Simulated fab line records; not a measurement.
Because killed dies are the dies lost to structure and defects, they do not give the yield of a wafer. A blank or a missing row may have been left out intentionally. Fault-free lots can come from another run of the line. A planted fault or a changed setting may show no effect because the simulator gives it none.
Which tool was responsible?	flow n5_finfet	22 lots, 66 wafers sampled, at 4 steps of a route of 1938

WHAT EACH GAUGE READ, for each wafer
N5_BEOL_M8_INSPECT_30: inspects for defects (brightfield). Usual: raw_defect_count 385, standard deviation 84.
lot	measured	on	raw_defect_count	flag
L074	day 9 11:18	defect_inspect-02	273 319 257	
L075	day 9 14:59	defect_inspect-02	368 498 311	
L076	day 9 21:08	defect_inspect-01	359 445 286	
L077	day 10 01:35	defect_inspect-01	486 421 464	
L078	day 10 05:52	defect_inspect-02	274 293 323	
L079	day 10 08:43	defect_inspect-01	438 368 375	
L080	day 10 23:41	defect_inspect-02	400 491 394	
L081	day 11 00:31	defect_inspect-01	342 305 457	
L082	day 11 09:51	defect_inspect-02	492 379 353	
L084	day 11 18:44	defect_inspect-02	571 339 347	
L083	day 11 18:54	defect_inspect-02	298 357 483	
L086	day 12 01:48	defect_inspect-02	361 520 511	
L085	day 12 06:08	defect_inspect-02	494 326 466	
L087	day 13 02:17	defect_inspect-02	369 375 453	
L090	day 13 11:36	defect_inspect-01	294 292 366	
L088	day 13 12:19	defect_inspect-02	481 435 493	
L091	day 13 14:26	defect_inspect-01	285 438 360	
L089	day 13 14:46	defect_inspect-01	373 540 425	
L093	day 14 04:07	defect_inspect-02	381 438 266	
L092	day 14 04:17	defect_inspect-01	391 296 226	
L094	day 14 10:32	defect_inspect-02	370 326 427	
L096	day 15 17:53	defect_inspect-02	437 391 386	

N5_BEOL_M8_OCD_MEAS_38. Usual: trench_depth_nm 93.3 nm, standard deviation 1.9.
lot	measured	on	trench_depth_nm (nm)	flag
L074	day 9 11:46	ocd-02	97.0 94.6 94.8	
L075	day 9 15:28	ocd-01	90.6 93.2 95.2	
L076	day 9 21:37	ocd-02	90.7 94.4 89.7	
L077	day 10 02:03	ocd-01	93.1 96.4 93.3	
L078	day 10 06:56	ocd-02	89.8 95.3 95.3	
L079	day 10 09:11	ocd-02	95.5 93.6 93.7	
L080	day 11 00:08	ocd-01	93.1 93.5 92.5	
L081	day 11 00:59	ocd-02	94.1 89.6 89.2	
L082	day 11 10:29	ocd-02	95.8 93.6 93.7	
L084	day 11 19:13	ocd-02	89.8 93.1 94.4	
L083	day 11 19:24	ocd-01	90.3 89.8 92.8	
L086	day 12 02:22	ocd-01	94.4 89.4 89.5	
L085	day 12 07:03	ocd-02	93.5 93.9 93.5	
L087	day 13 02:50	ocd-01	93.2 92.8 95.1	
L090	day 13 12:04	ocd-02	92.2 93.4 90.6	
L088	day 13 12:51	ocd-02	94.2 94.5 95.9	
L091	day 13 15:06	ocd-01	93.4 93.9 94.9	
L089	day 13 15:14	ocd-01	93.7 90.9 94.1	
L093	day 14 04:35	ocd-02	93.5 92.4 93.0	
L092	day 14 05:01	ocd-01	91.5 95.9 92.7	
L094	day 14 11:10	ocd-02	89.5 89.6 95.0	
L096	day 15 18:55	ocd-01	96.1 94.4 94.6	

EACH LOT AND THE TOOL THAT RAN IT (in order: tool; ch and the chambers of the sampled wafers; start)
lot	N5_BEOL_M8_DESCUM_33	N5_BEOL_M8_ETCH_66
L074	rie_diel-02 ch 0,1,2, day 9 11:20	rie_diel-02 ch 0,1,2, day 9 11:25
L075	rie_diel-05 ch 1,2,3, day 9 15:01	rie_diel-05 ch 1,2,3, day 9 15:06
L076	rie_diel-06 ch 0,3, day 9 21:11	rie_diel-06 ch 0,3, day 9 21:16
L077	rie_diel-02 ch 0,2,3, day 10 01:37	rie_diel-02 ch 0,2,3, day 10 01:42
L078	rie_diel-06 ch 1,2,3, day 10 06:30	rie_diel-06 ch 1,2,3, day 10 06:35
L079	rie_diel-02 ch 0,1,2, day 10 08:45	rie_diel-02 ch 0,1,2, day 10 08:50
L080	rie_diel-02 ch 1,2,3, day 10 23:43	rie_diel-02 ch 1,2,3, day 10 23:47
L081	rie_diel-06 ch 1,3, day 11 00:34	rie_diel-06 ch 1,3, day 11 00:38
L082	rie_diel-02 ch 0,2,3, day 11 10:03	rie_diel-02 ch 0,2,3, day 11 10:08
L084	rie_diel-06 ch 0,3, day 11 18:47	rie_diel-06 ch 0,3, day 11 18:52
L083	rie_diel-05 ch 2,3, day 11 18:58	rie_diel-05 ch 2,3, day 11 19:03
L086	rie_diel-05 ch 1,3, day 12 01:56	rie_diel-05 ch 1,3, day 12 02:01
L085	rie_diel-02 ch 1,2, day 12 06:25	rie_diel-02 ch 1,2, day 12 06:32
L087	rie_diel-06 ch 1,2, day 13 02:24	rie_diel-06 ch 1,2, day 13 02:29
L090	rie_diel-05 ch 0,2,3, day 13 11:38	rie_diel-05 ch 0,2,3, day 13 11:43
L088	rie_diel-02 ch 0,1,2, day 13 12:25	rie_diel-02 ch 0,1,2, day 13 12:30
L091	rie_diel-02 ch 0,1,3, day 13 14:40	rie_diel-02 ch 0,1,3, day 13 14:45
L089	rie_diel-06 ch 1,3, day 13 14:49	rie_diel-06 ch 1,3, day 13 14:53
L093	rie_diel-02 ch 1,2, day 14 04:09	rie_diel-02 ch 1,2, day 14 04:13
L092	rie_diel-05 ch 0,1,3, day 14 04:35	rie_diel-05 ch 0,1,3, day 14 04:40
L094	rie_diel-05 ch 1,3, day 14 10:44	rie_diel-05 ch 1,3, day 14 10:49
L096	rie_diel-02 ch 1,2,3, day 15 18:29	rie_diel-02 ch 1,2,3, day 15 18:34
- N5_BEOL_M8_DESCUM_33: chemistry O2, time 7 s.
- N5_BEOL_M8_ETCH_66: etches SOC in N2/H2, target depth 80 nm, overetch 16 nm, time 120 s.

AS READ BY THE TOOLS THEMSELVES (means over the sampled wafers that have a number; for cases with no such wafer, the mark the record gives instead)
N5_BEOL_M8_DESCUM_33. Usual: drypump_motor_current_A 5.9 A, standard deviation 0.57; oes_product_au 0.80 a.u., standard deviation 0.081; rf_fwd_power_W 49.36 W, standard deviation 0.23; rf_vpp_V 242.6 V, standard deviation 1.3; showerhead_plenum_p_Torr 2.06 Torr, standard deviation 0.065; throttle_valve_pct 20.37 %, standard deviation 0.26.
lot	tool	drypump_motor_current_A (A)	oes_product_au (a.u.)	rf_fwd_power_W (W)	rf_vpp_V (V)	showerhead_plenum_p_Torr (Torr)	throttle_valve_pct (%)	flag
L074	rie_diel-02	5.6	0.83	49.40	242.3	2.04	20.27	
L075	rie_diel-05	6.0	0.82	49.53	242.1	2.06	20.31	
L076	rie_diel-06	6.0	0.71	49.06	242.3	2.11	20.72	
L077	rie_diel-02	5.8	0.77	49.46	242.6	2.05	20.49	
L078	rie_diel-06	6.2	0.85	49.28	243.5	2.15	20.40	
L079	rie_diel-02	5.6	0.82	49.52	242.8	2.04	20.28	
L080	rie_diel-02	5.9	0.76	49.40	241.6	2.04	20.34	
L081	rie_diel-06	6.3	0.78	49.19	244.9	2.18	20.47	
L082	rie_diel-02	5.7	0.75	49.49	241.8	2.04	20.52	
L084	rie_diel-06	5.4	0.69	49.22	241.9	2.03	20.83	
L083	rie_diel-05	5.5	0.76	49.55	242.3	2.05	20.24	
L086	rie_diel-05	5.4	0.82	49.50	243.2	2.04	20.11	
L085	rie_diel-02	5.8	0.79	49.39	242.9	2.03	20.14	
L087	rie_diel-06	6.0	0.88	49.03	244.4	2.17	20.24	
L090	rie_diel-05	5.8	0.74	49.54	241.5	2.03	20.34	
L088	rie_diel-02	5.6	0.78	49.63	242.0	2.03	20.32	
L091	rie_diel-02	5.5	0.86	49.47	241.9	2.04	20.24	
L089	rie_diel-06	6.1	0.82	49.21	243.9	2.20	20.34	
L093	rie_diel-02	5.8	0.78	49.47	242.5	2.03	20.17	
L092	rie_diel-05	5.8	0.78	49.51	240.9	2.02	20.23	
L094	rie_diel-05	5.4	0.79	49.68	242.4	2.03	20.15	
L096	rie_diel-02	5.9	0.79	49.26	241.6	2.03	20.28	

N5_BEOL_M8_ETCH_66. Usual: drypump_motor_current_A 5.9 A, standard deviation 0.57; oes_product_au 0.61 a.u., standard deviation 0.057; rf_fwd_power_W 835.5 W, standard deviation 2.8; rf_vpp_V 522.7 V, standard deviation 2.2; showerhead_plenum_p_Torr 2.50 Torr, standard deviation 0.078; throttle_valve_pct 17.7 %, standard deviation 0.35.
lot	tool	drypump_motor_current_A (A)	oes_product_au (a.u.)	rf_fwd_power_W (W)	rf_vpp_V (V)	showerhead_plenum_p_Torr (Torr)	throttle_valve_pct (%)	flag
L074	rie_diel-02	5.6	0.64	834.1	522.5	2.48	17.6	
L075	rie_diel-05	6.0	0.62	837.7	522.1	2.48	17.6	
L076	rie_diel-06	5.9	0.55	834.4	524.2	2.57	18.2	
L077	rie_diel-02	5.7	0.60	835.9	522.1	2.49	18.0	
L078	rie_diel-06	6.2	0.64	832.5	525.1	2.61	17.7	
L079	rie_diel-02	5.6	0.63	836.4	521.7	2.47	17.6	
L080	rie_diel-02	5.9	0.59	838.9	521.8	2.48	17.8	
L081	rie_diel-06	6.3	0.60	832.8	526.5	2.66	17.9	
L082	rie_diel-02	5.7	0.58	835.6	521.3	2.49	18.0	
L084	rie_diel-06	5.4	0.53	834.2	522.6	2.49	18.3	
L083	rie_diel-05	5.5	0.59	835.0	522.4	2.48	17.6	
L086	rie_diel-05	5.4	0.63	838.1	522.0	2.46	17.4	
L085	rie_diel-02	5.8	0.61	835.1	521.4	2.46	17.5	
L087	rie_diel-06	6.0	0.66	833.1	525.9	2.61	17.4	
L090	rie_diel-05	5.8	0.57	837.0	522.2	2.47	17.7	
L088	rie_diel-02	5.6	0.61	836.6	521.4	2.46	17.7	
L091	rie_diel-02	5.5	0.65	833.8	521.7	2.48	17.7	
L089	rie_diel-06	6.1	0.63	837.1	526.6	2.67	17.6	
L093	rie_diel-02	5.8	0.60	835.1	521.6	2.45	17.5	
L092	rie_diel-05	5.7	0.60	838.2	521.1	2.45	17.6	
L094	rie_diel-05	5.4	0.60	835.2	520.9	2.45	17.4	
L096	rie_diel-02	5.9	0.62	835.5	521.7	2.46	17.7	

THE ANSWER, worked out from the rows above alone
Rule: a lot counts as off when the mean over its wafers that have a number is more than 3 standard deviations away from the usual mean. A lot without any number at a reading at which 4 lots or more have one is off too. Any other lot the step has rows for is counted as sound. The gauges are gone through in route order, then the tools' own readings, and for those a lot's mean is taken as printed above. At the first step where some lot is off, the reading lying furthest off is the one used; lots without a number count as furthest.
Nothing can be told from this: no lot is off at any reading shown.

WHAT WAS PUT IN BY THE SIMULATOR
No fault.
